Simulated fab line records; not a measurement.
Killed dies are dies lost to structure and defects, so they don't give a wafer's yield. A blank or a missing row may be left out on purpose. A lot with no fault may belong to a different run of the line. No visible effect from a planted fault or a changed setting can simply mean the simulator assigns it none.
fab line records	flow n5-finfet
[record] lots = 5	wafers = 12	last-day = 15
route steps=1938 shown BEOL_M7@1323 BEOL_M8@1332 PASSIVATION@1936
lots that met no fault: from a run of the same line without faults
start-h: hours from the record's opening day to when the first of the lot's shown wafers began	wait-h: hours since the lot's step before	" same as the row above	L1.1+2: several wafers, shown together as one row	- either no value or no given start	* or withheld: withheld	< > ~ a bound
route shown NAME@n: names a module that has steps shown in the file, with the first one's number in the route	usual: mean/standard deviation taken from wafers without a fault	same: alike in all rows	chamber/n: place in a boat	sites: readings site by site	_std_site: the values' standard deviation	_edge_site: mean of outer sites minus mean of inner sites	radius-mm: how far each site lies from the wafer's centre	mask NAME#n: copy n	behind: tool/chamber where the wafer was last shaped	hold: why the lot was held/for how many hours/how that ended	device: names the non-switching transistor (n, p or np)	end of line: the tests these same wafers got at the end of their route	a step without rows: its recipe alone	killed: at the first sort, the dies lost to defects and structure; wafer yield is something else	map: the dies of a wafer, with x for killed, . for not killed, _ for no die there
set.NAME: the setting that was run; set.NAME@STEP: the one run at that earlier step	model.NAME: the simulator's own value behind a step, which no gauge read
a table for each step, a row for each wafer; lots at some steps of the route
services: when a tool's chamber went out of use (start-h, in hours from the record's first day, below 0 if earlier), for how many hours, and the reason
[[steps]]
[step N5_BEOL_M7_SPUTTER_48]
[recipe] material = Cu	target-thk-a = 100	temp-c = -20	bias-v = 60	power-w = 26000	chamber-pressure-pa = 0.13	time-s = 1.667
[step N5_BEOL_M7_ECD_50]
[recipe] material = Cu	target-thk-a = 3000
[step N5_BEOL_M7_ANNEAL_51]
[recipe] temp-c = 225	time-s = 90	ambient = N2
[step N5_BEOL_M7_CMP_52]
[recipe] stop-on = SiCOH_lowk	t-overpolish-s = 6.9	down-force-psi = 1	platen-rpm = 50	clearing-platen-down-force-psi = 1.5	clearing-platen-rpm = 50	post-cmp-clean = cu-alkaline	target-thk-nm = 80	clearing-platen-pad-velocity-m-s = 0.99484	pad-velocity-m-s = 0.99484
[step N5_BEOL_M7_PRE_CLEAN_55]
[recipe] gas = NH3	time-s = 15	temp-c = withheld	rf-power-w = 300
[step N5_BEOL_M7_DEP_56]
[recipe] material = SiCN	target-thk-a = 100	temp-c = withheld	precursor = 3MS/NH3	pressure-torr = 3	rf-w = 202	time-s = 17.5
[step N5_BEOL_M8_ILD_DEP_00]
[recipe] material = SiCOH_lowk	target-thk-a = 1797.5	temp-c = 300	precursor = DEMS/porogen	pressure-torr = 5	rf-w = 500	time-s = 33.4
[step N5_BEOL_M8_CURE_74]
[recipe] temp-c = 385	time-s = 240	ambient = He/Ar	material = SiCOH_lowk
[step N5_BEOL_M8_PECVD_70]
[recipe] material = SiO2	target-thk-a = 200	temp-c = 400	precursor = TEOS/O2	pressure-torr = 5.5	rf-w = 450	teos-flow-sccm = 53.8	gas = O2	flow-sccm = 3000	time-s = 22.7
[usual] heater-power-w = 716/65	showerhead-plenum-p-Torr = 8.82/0.059	throttle-valve-pct = 22.6/1.3
lot.wafer	tool	chamber	start-h	wait-h	heater-power-w	showerhead-plenum-p-Torr	throttle-valve-pct	model.SiO2_of_BEOL_M8_PECVD_70.thk-nm
L532.1	pecvd-01	0	206.24	0.0	815	8.88	21.9	19.8
L532.5	"	0	"	"	831	8.87	21.9	20
L532.6	"	1	"	"	653	8.85	24.7	20
L541.2	pecvd-01	2	263.69	0.0	699	8.80	21.7	20
L541.6	"	0	"	"	719	8.88	21.9	38.2
L544.3	pecvd-01	2	271.19	0.0	677	8.82	21.5	37.8
L544.6	"	2	"	"	690	8.83	21.8	38.2
L545.2	pecvd-01	2	277.44	0.0	747	8.82	21.9	20
L545.6	"	1	"	"	637	8.86	25.0	39
L548.4	pecvd-03	0	296.76	0.1	770	8.77	22.5	20
L548.5	"	2	"	"	697	8.76	21.2	20.4
L548.6	"	1	"	"	782	8.89	21.6	20.2
[step N5_BEOL_M8_HM_DEP_02]
[recipe] material = TiN	target-thk-a = 200	temp-c = 25	chamber-pressure-pa = 0.49996
[step N5_BEOL_M8_COAT_59]
[recipe] resist = SOC	temp-c = 250	time-s = 60	spin-rpm = 1500	resist-thk-nm = 100
[step N5_BEOL_M8_COAT_60]
[recipe] resist = SiARC	temp-c = 220	time-s = 60	spin-rpm = 1500	resist-thk-nm = 35
[step N5_BEOL_M8_COAT_05]
[recipe] resist = CAR-ArF	spin-rpm = 1500	resist-thk-nm = 90
[step N5_BEOL_M8_EBR_07]
[recipe] solvent = PGMEA	ebr-width-mm = 1.5
[step N5_BEOL_M8_SOFTBAKE_06]
[recipe] temp-c = 110	time-s = 60	resist = CAR-ArF
[step N5_BEOL_M8_EXPOSE_08]
[recipe] mask-id = M8	na = 1.35	source-shape = dipole	sigma-inner = 0.817	sigma-outer = 0.97	polarization = te	dose-mj = 68.25
[step N5_BEOL_M8_PEB_09]
[recipe] peb-temp-c = withheld	peb-time-s = 60	resist = CAR-ArF
[step N5_BEOL_M8_DEVELOP_10]
[recipe] develop-time-s = 30	developer = TMAH	resist = CAR-ArF	rinse-liquid = diw	dry = air-spin	dev-temp-c = 23
[step N5_BEOL_M8_DESCUM_16]
[recipe] chemistry = O2	time-s = 7.9	source-power-w = 50	bias-power-w = 20	pressure-mtorr = 20	rf-frequency-hz = 2.712e+07	temp-c = 40	resist = CAR-ArF	o2-flow-sccm = 225
[step N5_BEOL_M8_ETCH_61]
[recipe] chemistry = CF4	target = SiARC	target-depth-a = 455	mask-material = CAR-ArF	time-s = 75.8	ion-energy-ev = 80	pressure-mtorr = 40	source-w = 545	bias-w = 36	Ar_flow_sccm = 100	cf4-flow-sccm = 100	ends = cleared
[step N5_BEOL_M8_ETCH_62]
[recipe] chemistry = N2/H2	target = SOC	target-depth-a = 1100	overetch-a = 220	mask-material = SiARC	temp-c = 40	time-s = 165	ion-energy-ev = 200	pressure-mtorr = 30	source-w = 840	bias-w = 150	n2-flow-sccm = 200	h2-flow-sccm = 200
[step N5_BEOL_M8_STRIP_68]
[recipe] chemistry = N2/H2	temp-c = 40	n2-flow-sccm = 200	h2-flow-sccm = 200	rf-frequency-hz = 6e+07
[step N5_BEOL_M8_STRIP_67]
[recipe] chemistry = CF4	resist = SiARC	power-w = 300	bias-power-w = 75	pressure-mtorr = 50	cf4-flow-sccm = 150	rf-frequency-hz = 6e+07
[step N5_BEOL_M8_HM_OPEN_17]
[recipe] chemistry = Cl2/BCl3	target-depth-a = 200	overetch-a = 60	target = TiN	mask-material = SOC	ion-energy-ev = 150	pressure-mtorr = 10	icp-w = 1000	bias-w = 126	Cl2_flow_sccm = 53.25	bcl3-flow-sccm = 21.75	Ar_flow_sccm = 25
[step N5_BEOL_M8_STRIP_19]
[recipe] chemistry = O2	power-w = 400	temp-c = 40	pressure-mtorr = 30	rf-frequency-hz = 6e+07	bias-power-w = 0	overash-fraction = 0.2	o2-flow-sccm = 225
[step N5_BEOL_M8_COAT_63]
[recipe] resist = SOC	temp-c = 250	time-s = 60	spin-rpm = 1500	resist-thk-nm = 60
[step N5_BEOL_M8_COAT_64]
[recipe] resist = SiARC	temp-c = 220	time-s = 60	spin-rpm = 1500	resist-thk-nm = 12
[step N5_BEOL_M8_COAT_71]
[recipe] resist = underlayer	temp-c = 205	time-s = 60	spin-rpm = 1500	resist-thk-nm = 5
[step N5_BEOL_M8_COAT_22]
[recipe] resist = CAR-EUV	spin-rpm = 1500	resist-thk-nm = 30
[step N5_BEOL_M8_EBR_24]
[recipe] solvent = PGMEA	ebr-width-mm = 1.5
[step N5_BEOL_M8_SOFTBAKE_23]
[recipe] temp-c = 110	time-s = 60	resist = CAR-EUV
[step N5_BEOL_M8_EXPOSE_25]
[recipe] mask-id = V7	na = 0.33	source-shape = annular	sigma-inner = 0.4	sigma-outer = 0.8	polarization = unpolarized	target-cd-nm = 40	dose-mj = 42.5
[step N5_BEOL_M8_PEB_26]
[recipe] peb-temp-c = 100	peb-time-s = 60	resist = CAR-EUV
[step N5_BEOL_M8_DEVELOP_27]
[recipe] develop-time-s = 30	developer = TMAH	resist = CAR-EUV	rinse-liquid = surfactant-rinse	dry = air-spin	dev-temp-c = 23
[step N5_BEOL_M8_HM_STRIP_39]
[recipe] chemistry = peroxide-tin-strip	material = TiN	target-depth-a = 250	temp-c = 50	time-s = 158
lot.wafer	tool	chamber	start-h	wait-h	model.SiO2_of_BEOL_M8_PECVD_70.thk-nm
L532.1	wet-bench-02	2	210.40	0.0	19.6
L532.5+6	"	4,5	"	"	19.8
L541.2	wet-bench-01	0	266.08	0.0	19.8
L541.6	"	6	"	"	38
L544.3	wet-bench-01	1	278.82	0.0	37.6
L544.6	"	0	"	"	38.2
L545.2	wet-bench-01	2	282.44	0.0	19.8
L545.6	"	3	"	"	38.8
L548.4	wet-bench-02	2	299.83	0.0	19.8
L548.5+6	"	6,0	"	"	20.2
[step N5_BEOL_M8_CMP_52]
[recipe] stop-on = SiCOH_lowk	t-overpolish-s = 6.9	down-force-psi = 1	platen-rpm = 50	clearing-platen-down-force-psi = 1.5	clearing-platen-rpm = 50	post-cmp-clean = cu-alkaline	target-thk-nm = 80	clearing-platen-pad-velocity-m-s = 0.99484	pad-velocity-m-s = 0.99484
[usual] barrier-field-endpoint-s = 28.8/0.66	motor-current-A = 5.9/0.74	overpolish-run-s = 6.899/0.0085	slurry-filter-dp-kPa = 13.51/0.13	slurry-flow-ml-min = 150.0/0.45
lot.wafer	tool	chamber	start-h	wait-h	barrier-field-endpoint-s	motor-current-A	overpolish-run-s	slurry-filter-dp-kPa	slurry-flow-ml-min
L532.1	cmp-01	1	212.61	0.3	28.3	5.4	6.894	13.44	150.3
L532.5	"	3	"	"	27.7	6.8	6.904	13.53	150.0
L532.6	"	0	"	"	28.0	6.0	6.903	13.64	150.1
L541.2	cmp-02	2	268.58	0.3	29.2	5.2	6.904	13.57	149.6
L541.6	"	0	"	"	46.8	5.9	0.044	13.48	149.7
L544.3	cmp-03	0	281.10	0.3	46.8	5.0	0.038	13.62	150.8
L544.6	"	2	"	"	46.7	6.3	0.047	13.52	150.5
L545.2	cmp-03	3	286.00	0.3	28.2	5.2	6.911	13.61	150.0
L545.6	"	0	"	"	46.7	5.3	0.045	13.59	149.6
L548.4	cmp-02	2	302.06	0.1	29.6	5.3	6.904	13.49	150.1
L548.6	"	2	"	"	29.6	5.6	6.888	13.41	150.8
L548.5	"	3	"	"	29.3	6.6	6.906	13.58	150.7
[step N5_PASSIVATION_PROBE_49]
[usual] defect-limited-yield = 91.7/1.7	killed_at_M0_to_M3 = 34/10	killed_at_M4_up = 13/5.1	killed-at-contacts = 12/6.2	killed-at-front-end = 36/12	killed-at-other = 3.2/2.6	killed-dies = 98/20	killed-open = 65/13	killed-short = 32/8.4	sort_bin_5_function = 4.8/1.1	sort_bin_6_memory = 3.2/0.74	sort_bin_8_speed = 0.00/0.012	sort-n-pass = 1082/20	sort-yield-pct = 91.7/1.7
[same] gross-dies = 1180	killed-at-back-side = 0	sort_bin_4_leakage[%] = 0
lot.wafer	tool	chamber	start-h	wait-h	defect-limited-yield[%]	killed_at_M0_to_M3	killed_at_M4_up	killed-at-contacts	killed-at-front-end	killed-at-other	killed-dies	killed-open	killed-short	sort_bin_5_function[%]	sort_bin_6_memory[%]	sort_bin_8_speed[%]	sort-n-pass	sort-yield-pct[%]
L532.1	prober-01	-	273.65	0.0	93.9	27	14	5	25	1	72	52	19	3.6	2.4	0	1108	93.9
L532.5	prober-01	-	273.85	0.2	91.4	38	16	12	33	2	101	71	29	5.4	3.1	0	1079	91.4
L532.6	prober-01	-	273.90	0.3	93.0	40	11	8	21	3	83	58	24	5.0	1.9	0	1097	93.0
L541.2	prober-02	-	331.32	0.1	89.3	45	13	9	58	1	126	81	39	5.8	4.6	0	1054	89.3
L541.6	prober-02	-	331.52	0.3	90.0	35	11	16	51	5	118	72	40	5.3	3.8	0.08	1062	90.0
L544.3	prober-01	-	339.92	0.1	94.6	14	9	8	30	3	64	45	19	3.1	2.3	0	1116	94.6
L544.6	prober-01	-	340.07	0.3	94.0	21	11	3	30	6	71	50	21	3.7	2.0	0	1109	94.0
L545.2	prober-01	-	350.94	0.1	91.6	21	12	23	43	0	99	59	29	4.2	3.3	0	1081	91.6
L545.6	prober-01	-	351.14	0.3	91.9	32	15	13	34	1	95	69	25	5.1	2.8	0	1085	91.9
L548.4	prober-02	-	368.55	0.2	90.8	46	13	13	30	6	108	80	28	4.2	4.4	0	1072	90.8
L548.5	prober-02	-	368.60	0.2	91.3	20	13	19	49	2	103	70	33	5.3	3.1	0	1077	91.3
L548.6	prober-02	-	368.65	0.3	90.8	40	36	7	22	3	108	69	38	5.2	3.7	0	1072	90.8
// killed by level:class
L532.1 BEOL_M1:geometric-particle:open=9 FIN_SAQP:geometric-particle:open=6 BEOL_M2:geometric-particle:open=6 BEOL_M0_SAQP:geometric-particle:short=5 BEOL_M4:geometric-particle:open=5 FIN_SAQP:geometric-particle:short=4 MOL_CONTACT_COAG:geometric-particle:open=4 BEOL_M0_SAQP:geometric-particle:open=4
L532.5 MOL_CONTACT_COAG:geometric-particle:open=11 FIN_SAQP:geometric-particle:open=10 BEOL_M2:geometric-particle:open=10 BEOL_M1:geometric-particle:open=8 BEOL_M0_SAQP:geometric-particle:short=7 BEOL_M4:geometric-particle:open=6 STARTING-WAFER:geometric-particle:short=5 STI_FIN_REVEAL:geometric-particle:open=4
L532.6 BEOL_M1:geometric-particle:open=14 MOL_CONTACT_COAG:geometric-particle:open=6 BEOL_M3:geometric-particle:open=6 BEOL_M0_SAQP:geometric-particle:short=5 BEOL_M0_SAQP:geometric-particle:open=5 BEOL_M1:geometric-particle:short=5 BEOL_M7:geometric-particle:open=4 FIN_CUT:geometric-particle:open=4
L541.2 BEOL_M1:geometric-particle:open=14 FIN_SAQP:geometric-particle:open=12 STI_FIN_REVEAL:geometric-particle:open=12 FIN_SAQP:geometric-particle:short=11 BEOL_M0_SAQP:geometric-particle:open=11 MOL_CONTACT_COAG:geometric-particle:open=9 BEOL_M0_SAQP:geometric-particle:short=8 DUMMY_GATE:geometric-particle:open=7
L541.6 FIN_SAQP:geometric-particle:open=11 STI_FIN_REVEAL:geometric-particle:open=11 MOL_CONTACT_COAG:geometric-particle:open=10 BEOL_M0_SAQP:geometric-particle:short=9 DUMMY_GATE:geometric-particle:open=8 BEOL_M1:geometric-particle:open=8 MOL_CONTACT_COAG:geometric-particle:short=6 FIN_SAQP:geometric-particle:short=6
L544.3 STI_FIN_REVEAL:geometric-particle:open=11 BEOL_M2:geometric-particle:open=9 MOL_CONTACT_COAG:geometric-particle:open=5 STI_FIN_REVEAL:geometric-particle:short=3 MOL_CONTACT_COAG:geometric-particle:short=3 BEOL_M8:geometric-particle:open=3 FIN_SAQP:geometric-particle:open=2 FIN_SAQP:geometric-particle:short=2
L544.6 STI_FIN_REVEAL:geometric-particle:open=19 BEOL_M0_SAQP:geometric-particle:open=4 BEOL_M1:geometric-particle:open=4 BEOL_M3:geometric-particle:open=4 BEOL_M0_SAQP:geometric-particle:short=3 BEOL_M1:geometric-particle:short=3 BEOL_M5:geometric-particle:open=3 FIN_SAQP:geometric-particle:open=2
L545.2 MOL_CONTACT_COAG:geometric-particle:open=20 HKMG_FIN:area-etch=10 STI_FIN_REVEAL:geometric-particle:open=9 BEOL_M0_SAQP:geometric-particle:short=6 FIN_SAQP:geometric-particle:open=5 GATE_CUT:geometric-particle:short=5 BEOL_M2:geometric-particle:open=4 MOL_CONTACT_COAG:geometric-particle:short=3
L545.6 MOL_CONTACT_COAG:geometric-particle:open=11 BEOL_M0_SAQP:geometric-particle:open=11 FIN_SAQP:geometric-particle:short=8 BEOL_M2:geometric-particle:open=8 BEOL_M4:geometric-particle:open=7 FIN_SAQP:geometric-particle:open=4 STI_FIN_REVEAL:geometric-particle:open=4 DUMMY_GATE:geometric-particle:open=4
L548.4 FIN_SAQP:geometric-particle:open=14 BEOL_M0_SAQP:geometric-particle:open=13 MOL_CONTACT_COAG:geometric-particle:open=12 BEOL_M2:geometric-particle:open=8 BEOL_M3:geometric-particle:open=7 BEOL_M4:geometric-particle:open=7 FIN_SAQP:geometric-particle:short=6 BEOL_M1:geometric-particle:open=5
L548.5 STI_FIN_REVEAL:geometric-particle:open=19 MOL_CONTACT_COAG:geometric-particle:open=15 FIN_SAQP:geometric-particle:short=12 BEOL_M0_SAQP:geometric-particle:open=7 BEOL_M4:geometric-particle:open=7 FIN_SAQP:geometric-particle:open=5 BEOL_M3:geometric-particle:open=5 MOL_CONTACT_COAG:geometric-particle:short=4
L548.6 BEOL_M4:geometric-particle:open=23 BEOL_M0_SAQP:geometric-particle:short=15 BEOL_M0_SAQP:geometric-particle:open=12 STARTING-WAFER:geometric-particle:short=6 MOL_CONTACT_COAG:geometric-particle:open=5 DUMMY_GATE:geometric-particle:open=4 BEOL_M3:geometric-particle:open=4 FIN_SAQP:geometric-particle:short=3
[[services]]
tool	chamber	start-h	hours	kind
pecvd-01	2	190.80	4.7	repair
cmp-01	-	196.87	1.1	repair
pecvd-01	0	207.72	6.4	repair
cmp-01	-	216.71	2.7	repair
pecvd-01	2	220.22	-	clean
pecvd-01	2	220.22	-	consumable-replace:showerhead
pecvd-01	2	220.22	29.0	scheduled-down
pecvd-01	2	220.22	29.0	vent-cycle
cmp-02	-	223.08	0.3	repair
cmp-01	-	228.63	4.0	pm
cmp-01	-	232.63	-	consumable-replace:conditioner
cmp-01	-	232.63	-	consumable-replace:pad
cmp-01	-	249.01	5.0	pm
pecvd-03	0	258.06	5.5	scheduled-down
cmp-01	-	258.07	4.0	repair
[[key]]
[first-sign] step = N5_BEOL_M8_CMP_52	reading = overpolish-run-s	direction = down	sigmas = 99+	usual = 6.899	struck = 0.044
[effect] step = N5_BEOL_M8_CMP_52	reading = barrier-field-endpoint-s	direction = up	sigmas = 27	usual = 28.8	struck = 46.8
[model-effect] step = N5_BEOL_M8_PECVD_70	value = SiO2_of_BEOL_M8_PECVD_70.thk-nm	without = 20.15	struck = 38.3
[model-effect] step = N5_BEOL_M8_HM_STRIP_39	value = SiO2_of_BEOL_M8_PECVD_70.thk-nm	without = 20	struck = 38.15
met-at N5_BEOL_M8_PECVD_70
struck-wafers L541.6,L544.3,L544.6,L545.6
[baseline-loss] step = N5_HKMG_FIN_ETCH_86	wafers = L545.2
onset-between 206.24 263.69
[fault] kind = process-parameter-drift	tool = pecvd-01	chamber = -	onset-h = 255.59	steps = N5_BEOL_M8_PECVD_70	channel = time-s	offset = *	shape = step	end-h = 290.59	scope = struck-wafers-only	acts-in = *	stated = *
// baseline-loss: these wafers lose ten dies or more at that step, a loss of the line's own and not of a fault; the sort's usual values leave them out
